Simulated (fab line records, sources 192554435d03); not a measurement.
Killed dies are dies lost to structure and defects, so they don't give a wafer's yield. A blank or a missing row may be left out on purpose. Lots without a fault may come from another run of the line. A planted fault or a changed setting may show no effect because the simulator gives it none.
Which tool did it? | flow n5_finfet | 14 lots, 42 wafers sampled, at 1 step of a route of 1938

WHAT THE GAUGES READ, wafer by wafer
N5_BEOL_M12_THK_MEAS_01. Usual: M12_ILD_THK 657 nm, standard deviation 7.6.
lot  | measured     | on            | M12_ILD_THK (nm) | flag
L137 | day 11 18:58 | film_metro-02 | 653 665 678      |
L140 | day 12 13:28 | film_metro-01 | 649 660 660      |
L141 | day 13 05:22 | film_metro-01 | 650 652 661      |
L143 | day 13 11:30 | film_metro-02 | 646 659 656      |
L144 | day 13 22:05 | film_metro-01 | 656 649 647      |
L146 | day 14 09:08 | film_metro-02 | 659 653 665      |
L149 | day 14 13:40 | film_metro-02 | 650 648 657      |
L148 | day 15 03:07 | film_metro-02 | 645 655 659      |
L150 | day 15 04:37 | film_metro-02 | 657 652 661      |
L151 | day 15 11:32 | film_metro-01 | 656 646 655      |
L152 | day 15 11:34 | film_metro-02 | 655 649 651      |
L153 | day 15 18:49 | film_metro-01 | 650 656 656      |
L155 | day 16 11:13 | film_metro-02 | 649 669 660      |
L154 | day 16 13:54 | film_metro-01 | 660 665 670      |

WHICH TOOL RAN EACH LOT (tool, then ch and the chambers of the sampled wafers, then the start)
The record holds no process step before these readings.

WHAT THE TOOLS THEMSELVES READ (means of the sampled wafers that have a number; where no wafer has one, the mark that the record gives instead)
The record holds no such reading with a usual standard deviation.

THE ANSWER, worked out from the rows above alone
Rule: a lot is off if the mean of its wafers that have a number lies more than 3 standard deviations from the usual mean. A lot without any number at a reading at which 4 lots or more have one is off too. The other lots that the step has rows for count as sound. The gauges are gone through in route order, then the tools' own readings, and for those a lot's mean is taken as printed above. The first step at which some lot is off is used, and at that step the reading that is off furthest; a lot without a number counts as furthest.
No lot is off at any reading shown: from this, nothing can be told.

WHAT THE SIMULATOR HAD PUT IN
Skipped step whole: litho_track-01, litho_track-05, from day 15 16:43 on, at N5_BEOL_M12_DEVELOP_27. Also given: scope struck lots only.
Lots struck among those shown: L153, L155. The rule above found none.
